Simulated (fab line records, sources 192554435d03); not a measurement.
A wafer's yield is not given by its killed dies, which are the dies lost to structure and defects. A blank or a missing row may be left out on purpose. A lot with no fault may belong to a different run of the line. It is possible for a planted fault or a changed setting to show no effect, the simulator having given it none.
What tool caused it? ; flow n5Finfet ; 10 lots, 28 wafers sampled, at 5 steps of a route of 1938

WHAT THE GAUGES SHOWED, per wafer
N5_BEOL_M2_THK_MEAS_01. Usual: M2_ILD_THK 78.9 nm, standard deviation 1.
lot;measured;on;M2_ILD_THK (nm);flag
L431;day 7 05:11;filmMetro-01;78.9 79.1 79.6;
L430;day 7 05:22;filmMetro-01;77.6 79.5 79.4;
L432;day 7 21:28;filmMetro-01;78.3 79.7 80.3;
L438;day 8 18:08;filmMetro-01;77.0 77.6 78.4;
L442;day 9 20:02;filmMetro-02;79.9 79.3 79.7;
L446;day 10 22:09;filmMetro-02;77.8 79.6;
L447;day 11 14:21;filmMetro-01;78.0 79.3;
L448;day 11 14:58;filmMetro-02;76.8 78.3 77.9;
L451;day 12 01:20;filmMetro-02;76.8 78.3 79.5;
L452;day 12 08:13;filmMetro-02;78.0 80.4 79.5;

N5_BEOL_M2_CD_MEAS_11 targets a cd of 16.79 nm. Usual: 16.78 nm for cdNm, sd 0.22.
lot;measured;on;cdNm (nm);flag
L431;day 7 06:00;cdSem-01;16.53 16.64 16.83;
L430;day 7 06:03;cdSem-02;16.86 16.83 16.91;
L432;day 7 22:10;cdSem-01;16.76 16.66 16.82;
L438;day 8 19:48;cdSem-01;16.82 17.15 17.16;
L442;day 9 23:00;cdSem-02;16.77 17.08 16.83;
L446;day 10 23:29;cdSem-01;16.76 16.48;
L447;day 11 16:57;cdSem-02;16.63 17.01;
L448;day 11 17:09;cdSem-03;17.04 16.53 17.07;
L451;day 12 02:23;cdSem-01;16.77 16.80 16.70;
L452;day 12 09:20;cdSem-02;16.65 16.66 16.54;

N5_BEOL_M4_RC_MEAS_101. Usual: DIBL_N 36.3 mV/V, standard deviation 1.2; DIBL_P 36.3 mV/V, standard deviation 1.4; IOFF_N 0.157 nA/um, standard deviation 0.02; IOFF_P 0.22 nA/um, standard deviation 0.033; ION_N 675 uA/um, standard deviation 9.6; ION_P 465 uA/um, standard deviation 8.2; SS_N 71.4 mV/dec, standard deviation 0.45; SS_P 73.3 mV/dec, standard deviation 0.54; VT_N 249.8 mV, standard deviation 2.5; VT_P -249 mV, standard deviation 3.2.
lot;measured;on;DIBL_N (mV/V);DIBL_P (mV/V);IOFF_N (nA/um);IOFF_P (nA/um);ION_N (uA/um);ION_P (uA/um);SS_N (mV/dec);SS_P (mV/dec);VT_N (mV);VT_P (mV);flag
L431;day 8 19:53;prober-01;34.6 35.1 35.3;34.8 34.9 35.1;0.128 0.132 0.137;0.16 0.17 0.17;665 662 668;455 453 455;71.2 71.7 71.2;72.0 72.3 71.9;251.3 251.7 253.9;-256 -253 -254;
L430;day 9 11:22;prober-02;36.7 37.9 36.8;37.4 38.7 37.3;0.161 0.190 0.162;0.24 0.26 0.23;684 687 678;475 467 468;72.0 71.9 71.4;73.4 74.0 74.3;247.5 248.9 249.6;-247 -249 -249;
L432;day 9 23:38;prober-01;36.5 37.5 36.6;35.2 37.4 34.6;0.145 0.176 0.138;0.20 0.24 0.19;677 690 674;465 477 460;71.7 71.7 71.2;73.1 73.4 73.4;253.5 246.0 252.7;-251 -247 -251;
L438;day 10 16:16;prober-01;34.2 34.5 35.3;35.7 36.1 37.5;0.151 0.159 0.177;0.23 0.23 0.26;686 670 692;468 470 475;71.2 71.8 71.6;72.6 72.4 72.8;248.1 245.6 247.1;-247 -248 -246;
L442;day 11 12:14;prober-01;34.5 34.2 33.8;34.8 34.3 34.0;0.155 0.146 0.141;0.19 0.18 0.17;679 681 670;468 459 459;71.6 70.7 71.5;73.8 72.8 72.9;249.4 247.7 248.8;-252 -255 -256;
L446;day 13 11:38;prober-02;35.0 35.3;35.0 35.0;0.143 0.149;0.25 0.23;674 677;464 472;72.2 71.7;73.6 73.6;251.8 252.1;-248 -247;
L447;day 13 11:45;prober-01;35.0 35.9;33.2 34.8;0.123 0.141;0.15 0.17;654 665;443 450;70.7 71.5;73.8 73.9;256.3 254.5;-256 -258;
L448;day 13 12:34;prober-02;35.0 35.4 34.6;35.5 36.4 35.6;0.126 0.127 0.115;0.18 0.19 0.18;653 661 658;459 460 459;70.5 71.3 70.8;72.8 73.2 73.1;254.0 254.7 254.7;-251 -251 -252;
L451;day 13 19:12;prober-01;35.7 37.4 36.5;36.1 37.9 36.6;0.147 0.182 0.170;0.25 0.28 0.26;673 675 667;469 473 464;71.2 71.5 71.8;73.3 74.0 73.9;249.2 246.1 247.4;-246 -245 -246;
L452;day 14 19:49;prober-02;38.2 34.8 39.5;39.2 34.9 40.7;0.187 0.119 0.208;0.29 0.20 0.34;688 665 685;471 470 478;71.6 70.4 71.7;74.1 72.6 74.1;249.0 251.8 247.2;-242 -248 -243;

WHICH TOOL RAN EACH LOT (tool, then ch and the chambers of the sampled wafers, then the start)
lot;N5_BEOL_M2_ETCH_63;N5_BEOL_M2_STRIP_66
L431;rieDiel-01 ch 0,2, day 7 06:11;rieDiel-01 ch 0,2, day 7 06:20
L430;rieDiel-03 ch 2,3, day 7 06:13;rieDiel-03 ch 2,3, day 7 06:23
L432;rieDiel-06 ch 2,3, day 7 22:20;rieDiel-06 ch 2,3, day 7 22:30
L438;rieDiel-06 ch 1,2, day 8 19:59;rieDiel-06 ch 1,2, day 8 20:09
L442;rieDiel-03 ch 0,1, day 9 23:10;rieDiel-03 ch 0,1, day 9 23:20
L446;rieDiel-06 ch 0,1, day 10 23:47;rieDiel-06 ch 0,1, day 10 23:57
L447;rieDiel-06 ch 0,1, day 11 17:08;rieDiel-06 ch 0,1, day 11 17:17
L448;rieDiel-06 ch 0,1,3, day 11 17:22;rieDiel-06 ch 0,1,3, day 11 17:31
L451;rieDiel-01 ch 0,1,2, day 12 02:34;rieDiel-01 ch 0,1,2, day 12 02:44
L452;rieDiel-01 ch 0,1, day 12 09:37;rieDiel-01 ch 0,1, day 12 09:47
- N5_BEOL_M2_ETCH_63: etches SiARC in CF4, target depth 15.6 nm, time 26 s.
- N5_BEOL_M2_STRIP_66: strips in CF4.

WHAT THE TOOLS THEMSELVES READ (means of the sampled wafers that have a number; where no wafer has one, the mark that the record gives instead)
N5_BEOL_M2_ETCH_63. Usual: drypumpMotorCurrentA 5.8 A, standard deviation 0.42; etchRfOnTimeS 26.0 s, standard deviation 0.4; oesProductAu 0.67 a.u., standard deviation 0.057; rfVppV 184.1 V, standard deviation 1.1; showerheadPlenumPTorr 2.15 Torr, standard deviation 0.064; throttleValvePct 15.68 %, standard deviation 0.29.
lot;tool;drypumpMotorCurrentA (A);etchRfOnTimeS (s);oesProductAu (a.u.);rfVppV (V);showerheadPlenumPTorr (Torr);throttleValvePct (%);flag
L431;rieDiel-01;5.7;25.9;0.68;184.4;2.18;15.80;
L430;rieDiel-03;5.4;26.4;0.66;184.2;2.17;15.75;
L432;rieDiel-06;5.9;25.8;0.69;183.8;2.16;15.64;
L438;rieDiel-06;6.1;25.5;0.69;183.7;2.10;15.92;
L442;rieDiel-03;5.9;26.4;0.70;184.7;2.25;15.54;
L446;rieDiel-06;5.8;18.7;0.80;182.8;2.10;15.79;OFF
L447;rieDiel-06;5.8;18.4;0.80;183.1;2.10;15.80;OFF
L448;rieDiel-06;5.7;21.0;0.77;184.0;2.12;15.70;OFF
L451;rieDiel-01;5.6;26.0;0.67;184.3;2.15;15.70;
L452;rieDiel-01;5.5;25.9;0.70;182.8;2.11;15.71;

N5_BEOL_M2_STRIP_66. Usual: drypumpMotorCurrentA 5.8 A, standard deviation 0.42; oesProductAu 0.78 a.u., standard deviation 0.062; rfVppV 271.3 V, standard deviation 1.5; showerheadPlenumPTorr 1.80 Torr, standard deviation 0.054; throttleValvePct 13.64 %, standard deviation 0.29.
lot;tool;drypumpMotorCurrentA (A);oesProductAu (a.u.);rfVppV (V);showerheadPlenumPTorr (Torr);throttleValvePct (%);flag
L431;rieDiel-01;5.8;0.78;271.7;1.83;13.76;
L430;rieDiel-03;5.5;0.77;271.6;1.82;13.72;
L432;rieDiel-06;5.9;0.80;271.6;1.80;13.59;
L438;rieDiel-06;6.1;0.79;270.6;1.76;13.85;
L442;rieDiel-03;5.9;0.81;273.3;1.88;13.50;
L446;rieDiel-06;5.8;0.76;269.9;1.77;13.76;
L447;rieDiel-06;5.8;0.76;270.0;1.77;13.77;
L448;rieDiel-06;5.6;0.77;272.0;1.78;13.65;
L451;rieDiel-01;5.6;0.77;271.9;1.80;13.66;
L452;rieDiel-01;5.5;0.81;270.7;1.77;13.63;

THE ANSWER, worked out from the rows above alone
Rule: lot off if the mean of its wafers having a number is beyond 3 standard deviations from the usual mean. Also off: a lot with no number at a reading for which 4 or more lots have one. Any other lot the step has rows for is counted as sound. The gauges are gone through in route order, then the tools' own readings, and for those a lot's mean is taken as printed above. The first step at which some lot is off is used, and at that step the reading that is off furthest; a lot without a number counts as furthest.
Off: L446, L447, L448, at N5_BEOL_M2_ETCH_63 (etchRfOnTimeS).
A tool fits if, at that step or a process step before it, it ran every lot that is off, and no sound lot after the first of them. One fits: N5_BEOL_M2_ETCH_63 on rieDiel-06. A fault onset in the window from L438 (day 8 19:59, its last sound lot) to L446 (day 10 23:47, its first lot off) fits.
The tool's own readings at N5_BEOL_M2_ETCH_63 bear it out: on the lots that are off they differ by more than 5 times the standard deviation of the sound lots' means. etchRfOnTimeS reads 19.4 s there against 26.0 s on the sound lots; oesProductAu reads 0.79 a.u. there against 0.68 a.u. on the sound lots.

WHAT THE SIMULATOR HAD INSERTED
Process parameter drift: rieDiel-06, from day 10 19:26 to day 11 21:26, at N5_BEOL_M2_ETCH_63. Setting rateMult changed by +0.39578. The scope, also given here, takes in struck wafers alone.
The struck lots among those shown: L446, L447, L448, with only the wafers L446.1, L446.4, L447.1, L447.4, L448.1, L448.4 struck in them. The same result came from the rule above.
